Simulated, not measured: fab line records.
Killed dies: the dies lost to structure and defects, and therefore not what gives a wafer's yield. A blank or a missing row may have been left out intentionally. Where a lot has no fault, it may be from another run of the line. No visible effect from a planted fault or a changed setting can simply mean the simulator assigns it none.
fab line records | flow n5-finfet
[record] lots = 6 wafers = 18 last-day = 18
route steps=1938 shown SD_EPI_P@295 BEOL_M4@1111 PASSIVATION@1936
lots that met no fault: taken from a fault-free run of the same line
start-h: hours from the record's first day to the start of the lot's first wafer shown | wait-h: time in hours since the lot's previous step | " unchanged from the row above | L1.1+2: a single row standing in for several wafers | - either no value or no given start | * or withheld: withheld | < > ~ a bound
route shown NAME@n: a module of which the file shows steps, and the number in the route of the first | usual: mean/standard deviation of fault-free wafers | same: alike in all rows | chamber/n: place in a boat | sites: the reading at each site | _std_site: the values' standard deviation | _edge_site: mean of outer sites minus mean of inner sites | radius-mm: how far each site lies from the wafer's centre | mask NAME#n: copy n | behind: the most recent tool/chamber to have shaped the wafer | hold: why the lot was held/for how many hours/how that ended | device: names the non-switching transistor (n, p or np) | end of line: tests of these same wafers at the route's end | where a step has no rows: the recipe by itself | killed: not the wafer's yield, but the dies lost to structure and defects at the first sort | map: a wafer's dies, marking killed ones x, the rest . and places with no die _
set.NAME: setting as actually run; set.NAME@STEP: the setting as run at that earlier step | model.NAME: the simulator's own value behind a step, which no gauge read
lots at selected steps of the route; one table per step, one row per wafer
services: when a tool's chamber went out of use (start-h, in hours from the record's first day, below 0 if earlier), for how many hours, and the reason
[[steps]]
[step N5_SD_EPI_P_COAT_34]
[recipe] resist = SOC temp-c = 250 time-s = 60 spin-rpm = 1500 resist-thk-nm = 350
[step N5_SD_EPI_P_COAT_35]
[recipe] resist = SiARC temp-c = 220 time-s = 60 spin-rpm = 1500 resist-thk-nm = 35
[step N5_SD_EPI_P_COAT_03]
[recipe] resist = CAR-ArF-block spin-rpm = 1500 resist-thk-nm = 150
[step N5_SD_EPI_P_EBR_05]
[recipe] solvent = PGMEA ebr-width-mm = 1.5
[step N5_SD_EPI_P_SOFTBAKE_04]
[recipe] temp-c = 110 time-s = 60 resist = CAR-ArF-block
[step N5_SD_EPI_P_EXPOSE_06]
[recipe] mask-id = SD_P_BLK na = 1.35 source-shape = conventional sigma-outer = 0.8 polarization = unpolarized target-cd-nm = 240 dose-mj = 39.5
[step N5_SD_EPI_P_PEB_07]
[recipe] peb-temp-c = 110 peb-time-s = 60 resist = CAR-ArF-block
[step N5_SD_EPI_P_DEVELOP_08]
[recipe] develop-time-s = 30 developer = TMAH resist = CAR-ArF-block dev-temp-c = 23 rinse-liquid = diw dry = air-spin
[step N5_SD_EPI_P_CD_MEAS_09]
[recipe] target-cd-nm = 240 landing-energy-ev = 500 detector = se-inlens
[usual] cd-nm = 240.0/0.79
// columns lot.wafer tool chamber start-h wait-h cd-nm
L418.1 cd-sem-01 0 58.55 - 240.0
L418.4 " 0 " " 238.4
L418.5 " 0 " " 238.2
L426.1 cd-sem-01 0 101.37 - 239.2
L426.2 " 0 " " 239.7
L426.6 " 0 " " 240.8
L432.3 cd-sem-03 0 137.81 - 240.0
L432.5 " 0 " " 240.3
L432.6 " 0 " " 239.6
L433.2 cd-sem-03 0 143.44 - 239.8
L433.3 " 0 " " 238.9
L433.4 " 0 " " 239.8
L435.2 cd-sem-02 0 158.13 - 241.3
L435.3 " 0 " " 240.2
L435.6 " 0 " " 240.8
L441.2 cd-sem-02 0 189.92 - 240.4
L441.4 " 0 " " 239.8
L441.6 " 0 " " 239.3
[step N5_SD_EPI_P_OVL_MEAS_10]
[recipe] points-per-wafer = 44
[usual] SD_P_BLK_OVL = 0.3/0.74
// columns lot.wafer tool chamber start-h wait-h SD_P_BLK_OVL[nm]
L418.1 overlay-02 0 58.58 0.0 0.5
L418.4 " 0 " " 0.4
L418.5 " 0 " " 0.7
L426.1 overlay-01 0 101.40 0.0 0.1
L426.2 " 0 " " -0.4
L426.6 " 0 " " 0.1
L432.3 overlay-01 0 137.84 0.0 2.6
L432.5 " 0 " " 2.3
L432.6 " 0 " " 1.2
L433.2 overlay-01 0 143.47 0.0 0.7
L433.3 " 0 " " 0.0
L433.4 " 0 " " 0.3
L435.2 overlay-01 0 158.16 0.0 0.4
L435.3 " 0 " " 0.1
L435.6 " 0 " " 0.4
L441.2 overlay-01 0 189.95 0.0 0.9
L441.4 " 0 " " -0.8
L441.6 " 0 " " -0.2
[step N5_SD_EPI_P_INSPECT_11]
[recipe] mode = adi inspect-instrument = macro
[usual] raw-defect-count = 2.1/1.5
// columns lot.wafer tool chamber start-h wait-h raw-defect-count
L418.1 defect-inspect-02 - 58.60 0.0 1
L418.4 " - " " 3
L418.5 " - " " 2
L426.1 defect-inspect-01 - 101.43 0.0 2
L426.2 " - " " 1
L426.6 " - " " 4
L432.3 defect-inspect-01 - 137.86 0.0 3
L432.5 " - " " 2
L432.6 " - " " 1
L433.2 defect-inspect-01 - 143.49 0.0 0
L433.3 " - " " 0
L433.4 " - " " 3
L435.2 defect-inspect-02 - 158.18 0.0 3
L435.3 " - " " 2
L435.6 " - " " 4
L441.2 defect-inspect-01 - 189.98 0.0 2
L441.4 " - " " 0
L441.6 " - " " 3
[step N5_SD_EPI_P_DESCUM_14]
[recipe] chemistry = O2 time-s = 7.9 source-power-w = 50 bias-power-w = 20 pressure-mtorr = 20 rf-frequency-hz = 2.712e+07 temp-c = 40 resist = CAR-ArF-block o2-flow-sccm = 225
[usual] chamber-pressure-mTorr = 20.001/0.018 drypump-motor-current-A = 5.7/0.39 oes-product-au = 0.78/0.085 rf-vpp-V = 243.1/1.3 showerhead-plenum-p-Torr = 2.09/0.061 throttle-valve-pct = 20.49/0.25
// columns lot.wafer tool chamber start-h wait-h chamber-pressure-mTorr drypump-motor-current-A oes-product-au rf-hours-counter-h rf-vpp-V showerhead-plenum-p-Torr throttle-valve-pct
L418.1 rie-diel-04 0 58.64 0.0 20.002 5.6 0.90 14 243.5 2.06 20.46
L418.4 " 0 " " 19.986 5.6 0.91 - 242.2 2.06 20.43
L418.5 " 1 " " 19.962 5.9 0.71 - 244.6 2.16 20.43
L426.1 rie-diel-05 0 101.51 0.1 20.010 6.0 0.74 173 243.7 2.17 20.81
L426.2 " 2 " " 19.998 5.1 0.91 26 243.4 2.12 20.23
L426.6 " 1 " " 19.981 5.5 0.74 - 243.2 2.01 20.54
L432.3 rie-diel-06 2 137.95 0.1 19.984 5.9 0.72 188 245.0 2.17 20.51
L432.5 " 1 " " 19.997 5.8 0.74 - 241.9 2.02 20.66
L432.6 " 2 " " 19.983 6.0 0.72 - 244.4 2.17 20.49
L433.2 rie-diel-04 1 143.53 0.0 19.998 5.9 0.68 221 244.1 2.15 20.47
L433.3 " 0 " " 20.024 5.6 0.85 49 243.6 2.05 20.51
L433.4 " 0 " " 20.013 5.6 0.85 - 241.6 2.05 20.53
L435.2 rie-diel-04 3 158.22 0.0 20.007 5.1 0.78 135 244.1 2.09 20.68
L435.3 " 0 " " 19.966 5.6 0.84 52 242.7 2.05 20.52
L435.6 " 0 " " 19.970 5.6 0.84 - 243.2 2.05 20.50
L441.2 rie-diel-06 1 190.01 0.0 20.011 5.8 0.74 150 240.2 2.01 20.68
L441.4 " 2 " " 20.032 6.0 0.72 204 244.2 2.16 20.54
L441.6 " 1 " " 20.009 5.8 0.74 - 241.7 2.01 20.66
[step N5_SD_EPI_P_ETCH_36]
[recipe] chemistry = CF4 target = SiARC target-depth-a = 455 mask-material = CAR-ArF-block time-s = 75.8 ion-energy-ev = 80 pressure-mtorr = 40 source-w = 545 bias-w = 36 Ar_flow_sccm = 100 cf4-flow-sccm = 100 ends = cleared
[usual] bias-w = 36.00/0.11 cf4-flow-sccm = 100.00/0.28 chamber-pressure-mTorr = 40.00/0.039 drypump-motor-current-A = 5.7/0.4 etch-rf-on-time-s = 75.9/1.1 oes-product-au = 0.66/0.073 rf-vpp-V = 184.0/1.3 showerhead-plenum-p-Torr = 2.14/0.064 throttle-valve-pct = 15.68/0.24
// columns lot.wafer tool chamber start-h wait-h bias-w cf4-flow-sccm chamber-pressure-mTorr drypump-motor-current-A etch-rf-on-time-s oes-product-au rf-hours-counter-h rf-vpp-V showerhead-plenum-p-Torr throttle-valve-pct model.CAR-ArF-block_of_SD_EPI_P_COAT_03.thk-nm
L418.1 rie-diel-04 0 58.67 0.0 35.95 99.53 39.98 5.6 73.5 0.79 14 184.6 2.11 15.50 111.4
L418.4 " 0 " " 36.10 99.45 40.00 5.6 74.4 0.79 - 184.5 2.11 15.51 111.2
L418.5 " 1 " " 36.05 100.16 40.04 5.9 75.4 0.61 - 186.1 2.22 15.75 111.4
L426.1 rie-diel-05 0 101.55 0.0 36.06 99.97 40.02 6.0 76.9 0.63 173 185.3 2.22 16.00 111.8
L426.2 " 2 " " 36.02 99.93 39.98 5.1 76.0 0.77 26 183.7 2.18 15.45 111.8
L426.6 " 1 " " 35.98 100.13 40.00 5.5 75.9 0.62 - 182.9 2.05 15.69 111.8
L432.3 rie-diel-06 2 137.99 0.0 - - - - - - - - - - 143.2
L432.5 " 1 " " - - - - - - - - - - 143
L432.6 " 2 " " - - - - - - - - - - 143.2
L433.2 rie-diel-04 1 143.56 0.0 - - - - - - - - - - 143.2
L433.3 " 0 " " - - - - - - - - - - 142.8
L433.4 " 0 " " - - - - - - - - - - 143
L435.2 rie-diel-04 3 158.25 0.0 36.03 99.84 40.02 5.1 76.3 0.66 135 184.1 2.15 15.89 111
L435.3 " 0 " " 36.07 100.10 39.99 5.6 74.1 0.73 52 182.5 2.09 15.60 111
L435.6 " 0 " " 36.12 99.86 39.99 5.6 73.8 0.73 - 183.1 2.09 15.59 111
L441.2 rie-diel-06 1 190.05 0.0 35.78 100.09 40.01 5.8 76.0 0.64 150 182.3 2.06 15.78 111
L441.4 " 2 " " 35.87 100.25 40.01 6.0 76.0 0.61 204 183.8 2.21 15.75 111
L441.6 " 1 " " 36.08 100.12 39.97 5.8 76.3 0.63 - 183.4 2.06 15.80 110.8
[step N5_SD_EPI_P_ETCH_37]
[recipe] chemistry = N2/H2 target = SOC overetch-a = 1080 mask-material = SiARC temp-c = 40 ion-energy-ev = 100 source-w = 3000 bias-w = 133 pressure-mtorr = 20 time-s = 486 n2-flow-sccm = 200 h2-flow-sccm = 200 ends = end-point
[usual] bias-w = 133.1/0.43 chamber-pressure-mTorr = 20.001/0.019 drypump-motor-current-A = 5.7/0.4 oes-product-au = 0.69/0.074 rf-vpp-V = 240.8/1.3 showerhead-plenum-p-Torr = 2.54/0.079 throttle-valve-pct = 23.77/0.29
// columns lot.wafer tool chamber start-h wait-h bias-w chamber-pressure-mTorr drypump-motor-current-A oes-product-au rf-hours-counter-h rf-vpp-V showerhead-plenum-p-Torr throttle-valve-pct
L418.1 rie-diel-04 0 58.73 0.0 132.8 19.985 5.6 0.80 15 240.6 2.50 23.78
L418.4 " 0 " " 133.1 20.012 5.6 0.81 - 240.9 2.50 23.78
L418.5 " 1 " " 132.8 20.012 5.9 0.64 - 241.3 2.63 23.65
L426.1 rie-diel-05 0 101.60 0.0 133.2 19.990 5.9 0.66 173 241.7 2.63 24.20
L426.2 " 2 " " 132.7 19.991 5.1 0.81 26 242.4 2.58 23.41
L426.6 " 1 " " 133.9 19.988 5.6 0.65 - 238.6 2.43 23.98
L432.3 rie-diel-06 2 138.05 0.0 133.0 19.964 6.0 0.27 188 242.4 2.63 23.52
L432.5 " 1 " " 132.8 19.960 5.8 0.28 - 239.9 2.44 23.59
L432.6 " 2 " " 132.8 19.950 5.9 0.27 - 242.2 2.63 23.52
L433.2 rie-diel-04 1 143.62 0.0 134.0 19.957 5.9 0.26 221 241.2 2.62 23.53
L433.3 " 0 " " 133.1 19.982 5.6 0.31 49 239.7 2.48 23.66
L433.4 " 0 " " 133.4 20.015 5.6 0.32 - 239.6 2.48 23.66
L435.2 rie-diel-04 3 158.31 0.0 133.3 20.002 5.1 0.69 135 241.6 2.55 24.19
L435.3 " 0 " " 133.1 19.981 5.6 0.75 52 239.4 2.48 23.83
L435.6 " 0 " " 133.5 19.978 5.6 0.74 - 241.0 2.48 23.83
L441.2 rie-diel-06 1 190.10 0.0 132.9 19.996 5.8 0.66 150 240.4 2.43 23.75
L441.4 " 2 " " 132.7 20.000 5.9 0.64 204 243.1 2.62 23.70
L441.6 " 1 " " 133.2 20.004 5.8 0.66 - 239.6 2.43 23.75
[step N5_SD_EPI_P_STRIP_38]
[recipe] chemistry = N2/H2 temp-c = 40 n2-flow-sccm = 200 h2-flow-sccm = 200 rf-frequency-hz = 6e+07
[step N5_BEOL_M4_RC_MEAS_101]
[usual] DIBL_N = 36.4/1.2 DIBL_P = 36.1/1.6 IOFF_N = 0.156/0.024 IOFF_P = 0.21/0.031 ION_N = 674/11 ION_P = 463/6.9 SS_N = 71.5/0.5 SS_P = 73.2/0.55 VT_N = 250.0/2.9 VT_P = -250/3.6
// columns lot.wafer tool chamber start-h wait-h DIBL_N[mV/V] DIBL_P[mV/V] IOFF_N[nA/um] IOFF_P[nA/um] ION_N[uA/um] ION_P[uA/um] SS_N[mV/dec] SS_P[mV/dec] VT_N[mV] VT_P[mV]
L418.1 prober-02 0 166.45 0.0 36.9 38.1 0.169 0.21 688 473 71.6 73.5 247.5 -249
L418.4 " 0 " " 34.8 35.0 0.131 0.17 672 470 70.6 72.4 254.2 -254
L418.5 " 0 " " 35.9 36.5 0.152 0.19 681 467 71.8 72.9 246.5 -251
L426.1 prober-02 0 202.91 0.0 36.8 37.1 0.146 0.19 666 459 71.8 72.4 252.4 -252
L426.2 " 0 " " 37.5 37.3 0.156 0.20 656 456 71.6 73.0 249.8 -251
L426.6 " 0 " " 37.1 36.8 0.149 0.20 664 458 71.0 72.0 250.7 -251
L435.2 prober-01 0 258.14 0.2 36.4 35.9 0.146 0.20 670 458 72.1 73.2 250.1 -252
L435.3 " 0 " " 36.6 36.5 0.153 0.22 660 458 71.4 72.7 250.7 -249
L435.6 " 0 " " 35.4 34.3 0.129 0.20 659 458 70.5 72.4 256.2 -253
L441.2 prober-01 0 314.90 0.2 37.0 36.9 0.183 0.20 695 463 72.7 73.8 246.0 -251
L441.4 " 0 " " 36.7 36.2 0.167 0.18 680 458 71.1 73.9 249.4 -254
L441.6 " 0 " " 35.6 35.2 0.154 0.17 679 457 72.1 73.0 247.6 -254
[step N5_PASSIVATION_PROBE_49]
[usual] defect-limited-yield = 91.4/1.5 killed_at_M0_to_M3 = 31/11 killed_at_M4_up = 13/5.5 killed-at-contacts = 13/6.3 killed-at-front-end = 40/13 killed-at-other = 3.3/2.6 killed-dies = 101/18 killed-on-rim = 13/4 killed-open = 67/13 killed-short = 33/7.9 sort_bin_5_function = 5.1/1 sort_bin_6_memory = 3.2/0.68 sort-n-pass = 1079/18 sort-yield-pct = 91.4/1.5
[same] gross-dies = 1180 killed-at-back-side = 0 sort_bin_4_leakage[%] = 0 sort_bin_8_speed[%] = 0
// columns lot.wafer tool chamber start-h wait-h defect-limited-yield[%] killed_at_M0_to_M3 killed_at_M4_up killed-at-contacts killed-at-front-end killed-at-other killed-dies killed-on-rim killed-open killed-short sort_bin_5_function[%] sort_bin_6_memory[%] sort-n-pass sort-yield-pct[%]
L418.1 prober-02 - 264.31 0.0 93.7 28 9 13 23 1 74 13 50 23 3.7 2.4 1106 93.7
L418.4 prober-02 - 264.46 0.2 91.0 50 9 18 29 0 106 16 74 31 5.5 3.1 1074 91.0
L418.5 prober-02 - 264.51 0.2 93.4 46 4 12 15 1 78 8 55 21 3.7 2.4 1102 93.4
L426.1 prober-02 - 297.76 0.0 92.2 32 11 10 37 2 92 10 64 28 4.3 3.3 1088 92.2
L426.2 prober-02 - 297.81 0.1 91.6 29 18 9 41 2 99 16 69 29 4.7 3.4 1081 91.6
L426.6 prober-02 - 298.01 0.3 93.4 23 14 11 30 0 78 8 52 26 3.7 2.7 1102 93.4
L432.3 prober-02 - 351.51 0.1 0 18 16 7 1137 2 1180 152 49 23 97.4 2.3 0 0
L432.5 prober-02 - 351.61 0.2 0 26 11 4 1136 3 1180 152 40 35 96.9 2.6 0 0
L432.6 prober-02 - 351.66 0.3 0 25 17 14 1121 3 1180 152 63 31 95.9 3.8 0 0
L433.2 prober-01 - 354.27 0.1 0 30 15 6 1124 5 1180 152 63 50 95.7 3.6 0 0
L433.3 prober-01 - 354.32 0.1 0 61 16 15 1083 5 1180 152 107 46 95.3 4.6 0 0
L433.4 prober-01 - 354.37 0.2 0 34 19 11 1110 6 1180 152 74 35 96.5 3.1 0 0
L435.2 prober-02 - 356.33 0.1 91.7 17 21 18 41 1 98 16 56 41 4.4 3.6 1082 91.7
L435.3 prober-02 - 356.38 0.1 90.6 31 11 12 56 1 111 17 73 38 5.5 3.5 1069 90.6
L435.6 prober-02 - 356.53 0.3 91.3 22 18 24 37 2 103 12 63 39 5.0 3.6 1077 91.3
L441.2 prober-02 - 422.38 0.1 89.3 35 5 4 78 4 126 19 86 40 6.4 3.7 1054 89.3
L441.4 prober-02 - 422.48 0.2 91.7 28 16 12 41 1 98 13 68 29 3.9 3.6 1082 91.7
L441.6 prober-02 - 422.58 0.3 94.2 28 7 13 18 3 69 7 40 29 3.1 2.5 1111 94.2
// killed by level:class
L418.1 MOL_CONTACT_COAG:geometric-particle:open=10 BEOL_M0_SAQP:geometric-particle:open=8 BEOL_M0_SAQP:geometric-particle:short=7 BEOL_M2:geometric-particle:open=7 GATE_CUT:geometric-particle:short=5 GATE_CUT:geometric-particle:open=4 BEOL_M4:geometric-particle:open=4 BEOL_M7:geometric-particle:open=4
L418.4 MOL_CONTACT_COAG:geometric-particle:open=13 BEOL_M0_SAQP:geometric-particle:open=13 BEOL_M2:geometric-particle:open=13 BEOL_M0_SAQP:geometric-particle:short=10 STI_FIN_REVEAL:geometric-particle:open=7 BEOL_M3:geometric-particle:open=7 MOL_CONTACT_COAG:geometric-particle:short=5 BEOL_M1:geometric-particle:open=4
L418.5 BEOL_M2:geometric-particle:open=15 BEOL_M3:geometric-particle:open=15 MOL_CONTACT_COAG:geometric-particle:open=11 FIN_SAQP:geometric-particle:short=5 BEOL_M0_SAQP:geometric-particle:short=4 BEOL_M0_SAQP:geometric-particle:open=4 FIN_SAQP:geometric-particle:open=3 BEOL_M3:geometric-particle:short=3
L426.1 STI_FIN_REVEAL:geometric-particle:open=10 BEOL_M3:geometric-particle:open=9 MOL_CONTACT_COAG:geometric-particle:open=7 BEOL_M1:geometric-particle:open=6 STARTING-WAFER:geometric-particle:short=6 FIN_SAQP:geometric-particle:open=5 FIN_SAQP:geometric-particle:short=5 BEOL_M0:geometric-particle:open=5
L426.2 STI_FIN_REVEAL:geometric-particle:open=10 FIN_SAQP:geometric-particle:open=8 BEOL_M4:geometric-particle:open=7 BEOL_M3:geometric-particle:open=6 BEOL_M4:geometric-particle:short=6 DUMMY_GATE:geometric-particle:open=5 MOL_CONTACT_COAG:geometric-particle:open=5 BEOL_M1:geometric-particle:open=5
L426.6 FIN_SAQP:geometric-particle:short=9 MOL_CONTACT_COAG:geometric-particle:open=9 BEOL_M2:geometric-particle:open=7 FIN_SAQP:geometric-particle:open=6 BEOL_M4:geometric-particle:open=5 STI_FIN_REVEAL:geometric-particle:open=4 BEOL_M0_SAQP:geometric-particle:open=4 BEOL_M1:geometric-particle:open=4
L432.3 SD_EPI_P:area-etch=1108 FIN_SAQP:geometric-particle:open=6 BEOL_M2:geometric-particle:open=6 MOL_CONTACT_COAG:geometric-particle:open=5 BEOL_M1:geometric-particle:open=5 DUMMY_GATE:geometric-particle:open=4 BEOL_M0_SAQP:geometric-particle:short=4 BEOL_M6:geometric-particle:open=4
L432.5 SD_EPI_P:area-etch=1104 FIN_SAQP:geometric-particle:short=9 BEOL_M1:geometric-particle:short=5 BEOL_M1:geometric-particle:open=5 STARTING-WAFER:geometric-particle:short=5 FIN_SAQP:geometric-particle:open=4 MOL_CONTACT_COAG:geometric-particle:open=4 BEOL_M3:geometric-particle:open=4
L432.6 SD_EPI_P:area-etch=1085 MOL_CONTACT_COAG:geometric-particle:open=13 GATE_CUT:geometric-particle:short=10 FIN_SAQP:geometric-particle:open=8 BEOL_M8:geometric-particle:open=6 FIN_SAQP:geometric-particle:short=5 BEOL_M2:geometric-particle:open=5 BEOL_M4:geometric-particle:open=4
L433.2 SD_EPI_P:area-etch=1065 FIN_SAQP:geometric-particle:short=23 FIN_SAQP:geometric-particle:open=16 BEOL_M4:geometric-particle:open=7 BEOL_M3:geometric-particle:short=5 BEOL_M3:geometric-particle:open=5 STARTING-WAFER:geometric-particle:open=4 MOL_CONTACT_COAG:geometric-particle:open=4
L433.3 SD_EPI_P:area-etch=1026 BEOL_M0_SAQP:geometric-particle:open=18 FIN_SAQP:geometric-particle:short=17 FIN_SAQP:geometric-particle:open=14 MOL_CONTACT_COAG:geometric-particle:open=14 BEOL_M3:geometric-particle:open=14 BEOL_M0_SAQP:geometric-particle:short=13 DUMMY_GATE:geometric-particle:open=6
L433.4 SD_EPI_P:area-etch=1069 BEOL_M3:geometric-particle:open=19 FIN_SAQP:geometric-particle:short=11 MOL_CONTACT_COAG:geometric-particle:open=9 BEOL_M4:geometric-particle:open=7 DUMMY_GATE:geometric-particle:open=6 FIN_SAQP:geometric-particle:open=5 BEOL_M0_SAQP:geometric-particle:open=4
L435.2 MOL_CONTACT_COAG:geometric-particle:open=13 FIN_SAQP:geometric-particle:open=10 FIN_SAQP:geometric-particle:short=9 BEOL_M4:geometric-particle:open=8 GATE_CUT:geometric-particle:short=6 MOL_CONTACT_COAG:geometric-particle:short=5 BEOL_M0_SAQP:geometric-particle:short=5 STI_FIN_REVEAL:geometric-particle:open=4
L435.3 FIN_SAQP:geometric-particle:open=17 STI_FIN_REVEAL:geometric-particle:open=15 FIN_SAQP:geometric-particle:short=12 MOL_CONTACT_COAG:geometric-particle:open=10 BEOL_M1:geometric-particle:open=7 BEOL_M0_SAQP:geometric-particle:open=5 BEOL_M0_SAQP:geometric-particle:short=4 BEOL_M2:geometric-particle:open=4
L435.6 MOL_CONTACT_COAG:geometric-particle:open=20 BEOL_M4:geometric-particle:open=11 FIN_SAQP:geometric-particle:short=9 FIN_SAQP:geometric-particle:open=8 BEOL_M0_SAQP:geometric-particle:open=8 STI_FIN_REVEAL:geometric-particle:open=6 BEOL_M0_SAQP:geometric-particle:short=6 GATE_CUT:geometric-particle:short=5
L441.2 FIN_SAQP:geometric-particle:open=24 STI_FIN_REVEAL:geometric-particle:open=20 FIN_SAQP:geometric-particle:short=18 BEOL_M0_SAQP:geometric-particle:short=8 BEOL_M3:geometric-particle:open=7 BEOL_M2:geometric-particle:open=7 DUMMY_GATE:geometric-particle:open=7 BEOL_M0_SAQP:geometric-particle:open=6
L441.4 FIN_SAQP:geometric-particle:open=14 MOL_CONTACT_COAG:geometric-particle:open=9 FIN_SAQP:geometric-particle:short=8 BEOL_M4:geometric-particle:open=7 GATE_CUT:geometric-particle:short=6 BEOL_M1:geometric-particle:open=6 STI_FIN_REVEAL:geometric-particle:open=5 BEOL_M2:geometric-particle:open=5
L441.6 MOL_CONTACT_COAG:geometric-particle:open=11 BEOL_M0_SAQP:geometric-particle:short=7 STARTING-WAFER:geometric-particle:short=6 BEOL_M0_SAQP:geometric-particle:open=5 BEOL_M1:geometric-particle:open=5 BEOL_M3:geometric-particle:open=4 BEOL_M3:geometric-particle:short=4 STI_FIN_REVEAL:geometric-particle:open=3
// map L432.3 (x killed, . not)
_________________xxxxxxxxxxxx________________
______________xxxxxxxxxxxxxxxxxx_____________
___________xxxxxxxxxxxxxxxxxxxxxxxx__________
__________xxxxxxxxxxxxxxxxxxxxxxxxxx_________
________xxxxxxxxxxxxxxxxxxxxxxxxxxxxxx_______
_______xxxxxxxxxxxxxxxxxxxxxxxxxxxxxxxx______
______xxxxxxxxxxxxxxxxxxxxxxxxxxxxxxxxxx_____
_____xxxxxxxxxxxxxxxxxxxxxxxxxxxxxxxxxxxx____
____xxxxxxxxxxxxxxxxxxxxxxxxxxxxxxxxxxxxxx___
___xxxxxxxxxxxxxxxxxxxxxxxxxxxxxxxxxxxxxxxx__
___xxxxxxxxxxxxxxxxxxxxxxxxxxxxxxxxxxxxxxxx__
__xxxxxxxxxxxxxxxxxxxxxxxxxxxxxxxxxxxxxxxxxx_
__xxxxxxxxxxxxxxxxxxxxxxxxxxxxxxxxxxxxxxxxxx_
_xxxxxxxxxxxxxxxxxxxxxxxxxxxxxxxxxxxxxxxxxxxx
_xxxxxxxxxxxxxxxxxxxxxxxxxxxxxxxxxxxxxxxxxxxx
_xxxxxxxxxxxxxxxxxxxxxxxxxxxxxxxxxxxxxxxxxxxx
_xxxxxxxxxxxxxxxxxxxxxxxxxxxxxxxxxxxxxxxxxxxx
_xxxxxxxxxxxxxxxxxxxxxxxxxxxxxxxxxxxxxxxxxxxx
_xxxxxxxxxxxxxxxxxxxxxxxxxxxxxxxxxxxxxxxxxxxx
_xxxxxxxxxxxxxxxxxxxxxxxxxxxxxxxxxxxxxxxxxxxx
_xxxxxxxxxxxxxxxxxxxxxxxxxxxxxxxxxxxxxxxxxxxx
__xxxxxxxxxxxxxxxxxxxxxxxxxxxxxxxxxxxxxxxxxx_
__xxxxxxxxxxxxxxxxxxxxxxxxxxxxxxxxxxxxxxxxxx_
___xxxxxxxxxxxxxxxxxxxxxxxxxxxxxxxxxxxxxxxx__
___xxxxxxxxxxxxxxxxxxxxxxxxxxxxxxxxxxxxxxxx__
____xxxxxxxxxxxxxxxxxxxxxxxxxxxxxxxxxxxxxx___
_____xxxxxxxxxxxxxxxxxxxxxxxxxxxxxxxxxxxx____
______xxxxxxxxxxxxxxxxxxxxxxxxxxxxxxxxxx_____
_______xxxxxxxxxxxxxxxxxxxxxxxxxxxxxxxx______
________xxxxxxxxxxxxxxxxxxxxxxxxxxxxxx_______
__________xxxxxxxxxxxxxxxxxxxxxxxxxx_________
___________xxxxxxxxxxxxxxxxxxxxxxxx__________
______________xxxxxxxxxxxxxxxxxx_____________
_________________xxxxxxxxxxxx________________
// map L433.2 (x killed, . not)
_________________xxxxxxxxxxxx________________
______________xxxxxxxxxxxxxxxxxx_____________
___________xxxxxxxxxxxxxxxxxxxxxxxx__________
__________xxxxxxxxxxxxxxxxxxxxxxxxxx_________
________xxxxxxxxxxxxxxxxxxxxxxxxxxxxxx_______
_______xxxxxxxxxxxxxxxxxxxxxxxxxxxxxxxx______
______xxxxxxxxxxxxxxxxxxxxxxxxxxxxxxxxxx_____
_____xxxxxxxxxxxxxxxxxxxxxxxxxxxxxxxxxxxx____
____xxxxxxxxxxxxxxxxxxxxxxxxxxxxxxxxxxxxxx___
___xxxxxxxxxxxxxxxxxxxxxxxxxxxxxxxxxxxxxxxx__
___xxxxxxxxxxxxxxxxxxxxxxxxxxxxxxxxxxxxxxxx__
__xxxxxxxxxxxxxxxxxxxxxxxxxxxxxxxxxxxxxxxxxx_
__xxxxxxxxxxxxxxxxxxxxxxxxxxxxxxxxxxxxxxxxxx_
_xxxxxxxxxxxxxxxxxxxxxxxxxxxxxxxxxxxxxxxxxxxx
_xxxxxxxxxxxxxxxxxxxxxxxxxxxxxxxxxxxxxxxxxxxx
_xxxxxxxxxxxxxxxxxxxxxxxxxxxxxxxxxxxxxxxxxxxx
_xxxxxxxxxxxxxxxxxxxxxxxxxxxxxxxxxxxxxxxxxxxx
_xxxxxxxxxxxxxxxxxxxxxxxxxxxxxxxxxxxxxxxxxxxx
_xxxxxxxxxxxxxxxxxxxxxxxxxxxxxxxxxxxxxxxxxxxx
_xxxxxxxxxxxxxxxxxxxxxxxxxxxxxxxxxxxxxxxxxxxx
_xxxxxxxxxxxxxxxxxxxxxxxxxxxxxxxxxxxxxxxxxxxx
__xxxxxxxxxxxxxxxxxxxxxxxxxxxxxxxxxxxxxxxxxx_
__xxxxxxxxxxxxxxxxxxxxxxxxxxxxxxxxxxxxxxxxxx_
___xxxxxxxxxxxxxxxxxxxxxxxxxxxxxxxxxxxxxxxx__
___xxxxxxxxxxxxxxxxxxxxxxxxxxxxxxxxxxxxxxxx__
____xxxxxxxxxxxxxxxxxxxxxxxxxxxxxxxxxxxxxx___
_____xxxxxxxxxxxxxxxxxxxxxxxxxxxxxxxxxxxx____
______xxxxxxxxxxxxxxxxxxxxxxxxxxxxxxxxxx_____
_______xxxxxxxxxxxxxxxxxxxxxxxxxxxxxxxx______
________xxxxxxxxxxxxxxxxxxxxxxxxxxxxxx_______
__________xxxxxxxxxxxxxxxxxxxxxxxxxx_________
___________xxxxxxxxxxxxxxxxxxxxxxxx__________
______________xxxxxxxxxxxxxxxxxx_____________
_________________xxxxxxxxxxxx________________
[[services]]
// columns tool chamber start-h hours kind
rie-diel-06 - 58.10 2.8 pm
rie-diel-06 3 81.36 10.5 repair
rie-diel-04 0 85.45 2.4 repair
rie-diel-05 0 105.22 2.4 repair
rie-diel-05 0 149.24 2.4 repair
rie-diel-04 0 150.26 5.2 repair
rie-diel-04 2 155.76 - clean
rie-diel-04 2 155.76 - consumable-replace:esc
rie-diel-04 2 155.76 - consumable-replace:focus-ring
rie-diel-04 2 155.76 18.5 scheduled-down
rie-diel-04 2 155.76 18.5 vent-cycle
rie-diel-06 1 175.19 8.7 repair
[[key]]
[first-sign] step = N5_SD_EPI_P_ETCH_36 reading = tool-record direction = missing
[effect] step = N5_SD_EPI_P_ETCH_37 reading = oes-product-au direction = down sigmas = 5.5 usual = 0.69 struck = 0.29
[effect] step = N5_PASSIVATION_PROBE_49 reading = sort_bin_5_function direction = up sigmas = 90 usual = 5.1 struck = 96.3
[model-effect] step = N5_SD_EPI_P_ETCH_36 value = CAR-ArF-block_of_SD_EPI_P_COAT_03.thk-nm without = 110.6 struck = 143.1
[more-kills-born-at] N5_SD_EPI_P_ETCH_36@rie-diel-06 = 3297 N5_SD_EPI_P_ETCH_36@rie-diel-04 = 3160
met-at N5_SD_EPI_P_ETCH_36
struck-wafers L432.3,L432.5,L432.6,L433.2,L433.3,L433.4
later-rows-left-out L432.3,L432.5,L432.6,L433.2,L433.3,L433.4
onset-between 58.67 137.99
[fault] kind = skipped-step-whole tool = rie-diel-04,rie-diel-06 chamber = - onset-h = 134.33 steps = N5_SD_EPI_P_ETCH_36 scope = struck-lots-only
// later-rows-left-out: the simulator's readings of these wafers behind a module that went badly wrong aren't trusted and aren't shown, but for the sort
